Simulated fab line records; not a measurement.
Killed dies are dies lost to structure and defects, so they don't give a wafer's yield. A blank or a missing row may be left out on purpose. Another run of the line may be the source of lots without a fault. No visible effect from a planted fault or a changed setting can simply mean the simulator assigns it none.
Struck lot and sound lot, side by side    flow nandHarc    34 steps out of a route of 1302
Sound: wafers L768.1, L768.3, L768.6. Wafers struck: L771.3, L771.5, L771.6. The cause is given at the end.
Each step with rows lists, per side, the tool, then ch with its chambers, then its first start. Under that, the readings that differ: sound wafers    struck wafers    difference of the means    sigmas: that difference in standard deviations of wafers without a fault.
alike: readings with means less than 2 such deviations apart, plus words and numbers identical on both sides. not compared: withheld readings, readings lacking a value on some wafer, bounds such as >300 that could conceal the same value, and numbers that have no deviation in the record and whose values overlap.
A row with sigmas, a row that says differs or no value, or rows on one side alone: a step with any of these is where the two part. Non-overlapping numbers with no deviation appear without sigmas and do not part them. A reading missing from all wafers of one side parts the sides only when that side holds two or more wafers.

first, 5 steps without rows for these wafers: NHARC_A_ONON_D2_DEP_19 (target thk 1000 nm); NHARC_A_ONON_D2_DEP_22 (target thk 1000 nm); NHARC_A_ONON_D2_DEP_25 (target thk 1000 nm); NHARC_A_ONON_D2_DEP_28 (target thk 1000 nm); NHARC_A_ONON_D2_DEP_33 (deposits SiO2, target thk 200 nm).
NHARC_A_CHANNEL_HOLE_D2_DEP_00: deposits aC, target thk 3100 nm.
  sound on aclDep-03 ch 0, day 17 19:25; struck on aclDep-01, day 17 19:46
reading               sound                 struck  difference                     sigmas
throttleValvePct (%)  34.989 35.000 34.988  - - -   no value on the struck wafers  
  not compared: susceptorTempC
then, 25 steps without rows for these wafers: NHARC_A_CHANNEL_HOLE_D2_DEP_01 (deposits SiON, target thk 140 nm); NHARC_A_CHANNEL_HOLE_D2_DEHYDRATE_02 (time 120 s); NHARC_A_CHANNEL_HOLE_D2_HMDS_03 (time 30 s); NHARC_A_CHANNEL_HOLE_D2_COAT_36 (time 75 s); NHARC_A_CHANNEL_HOLE_D2_COAT_37 (time 65 s); NHARC_A_CHANNEL_HOLE_D2_COAT_04 (resist thk 90 nm); NHARC_A_CHANNEL_HOLE_D2_SOFTBAKE_05 (time 55 s); NHARC_A_CHANNEL_HOLE_D2_EBR_06; NHARC_A_CHANNEL_HOLE_D2_EXPOSE_07 (exposes mask HOLE D2, target cd 100 nm); NHARC_A_CHANNEL_HOLE_D2_PEB_08 (peb time 65 s); NHARC_A_CHANNEL_HOLE_D2_DEVELOP_09 (develop time 35 s); NHARC_A_CHANNEL_HOLE_D2_DESCUM_15 (chemistry O2, time 3 s); NHARC_A_CHANNEL_HOLE_D2_ETCH_38 (etches the open film in CF4, target depth 39 nm, time 65 s); NHARC_A_CHANNEL_HOLE_D2_ETCH_39 (etches the open film in N2/H2, target depth 260 nm, time 325 s); NHARC_A_CHANNEL_HOLE_D2_ETCH_34 (etches the open film in CF4/CHF3, target depth 154 nm, time 77 s); NHARC_A_CHANNEL_HOLE_D2_ETCH_16 (etches the open film in O2/COS, target depth 3100 nm, time 806 s); NHARC_A_CHANNEL_HOLE_D2_ETCH_19 (etches the open film in C4F8/O2/Ar, time 34.5 s); NHARC_A_CHANNEL_HOLE_D2_ETCH_20 (etches the open film in C4F8/O2/Ar, time 361.9 s, target depth 1600 nm); NHARC_A_CHANNEL_HOLE_D2_ETCH_21 (etches the open film in C4F8/O2/Ar, time 514.3 s, target depth 1600 nm); NHARC_A_CHANNEL_HOLE_D2_ETCH_22 (etches the open film in C4F8/O2/Ar, time 666.7 s, target depth 1600 nm); NHARC_A_CHANNEL_HOLE_D2_ETCH_23 (etches the open film in C4F8/O2/Ar, time 819 s, target depth 1600 nm); NHARC_A_CHANNEL_HOLE_D2_ETCH_24 (etches the open film in C4F8/O2/Ar, time 906.2 s, target depth 1500 nm); NHARC_A_CHANNEL_HOLE_D2_ETCH_25 (etches the open film in C4F8/O2/Ar, time 1040.2 s, target depth 1500 nm); NHARC_A_CHANNEL_HOLE_D2_ETCH_26 (etches the open film in C4F8/O2/Ar, time 224.1 s, target depth 300 nm); NHARC_A_CHANNEL_HOLE_D2_ETCH_27 (etches the open film in C4F8/O2/Ar, time 90 s, target depth 400 nm).
NHARC_A_CHANNEL_HOLE_D2_CD_MEAS_31:
  sound on cdSem-03 at day 18 16:59; struck on cdSem-02 at day 18 12:50
reading    sound           struck  difference                     sigmas
cdNm (nm)  89.9 88.2 89.1  - - -   no value on the struck wafers  
NHARC_A_CHANNEL_HOLE_D2_INSPECT_40:
  sound on defectInspect-02 at day 18 17:10; struck on defectInspect-01 at day 18 13:02
reading         sound        struck          difference  sigmas
rawDefectCount  232 259 398  3797 3780 3926  +3538       +43
-- the record jumps here: 12 days lie between the struck wafers' starts before and after (it left off in module A_CHANNEL_HOLE_D2 and takes up again in module END, whose first step shown is number 1302 of the route) --
NHARC_END_SORT_01:
  at this point the record logs the struck wafers (prober-02 ch 0, day 30 18:08) and has no rows for the sound ones

== WHERE THEY PART ==
Last at NHARC_END_SORT_01 as far as this record goes, first at NHARC_A_CHANNEL_HOLE_D2_DEP_00.

WHY: what had been put in by the simulator
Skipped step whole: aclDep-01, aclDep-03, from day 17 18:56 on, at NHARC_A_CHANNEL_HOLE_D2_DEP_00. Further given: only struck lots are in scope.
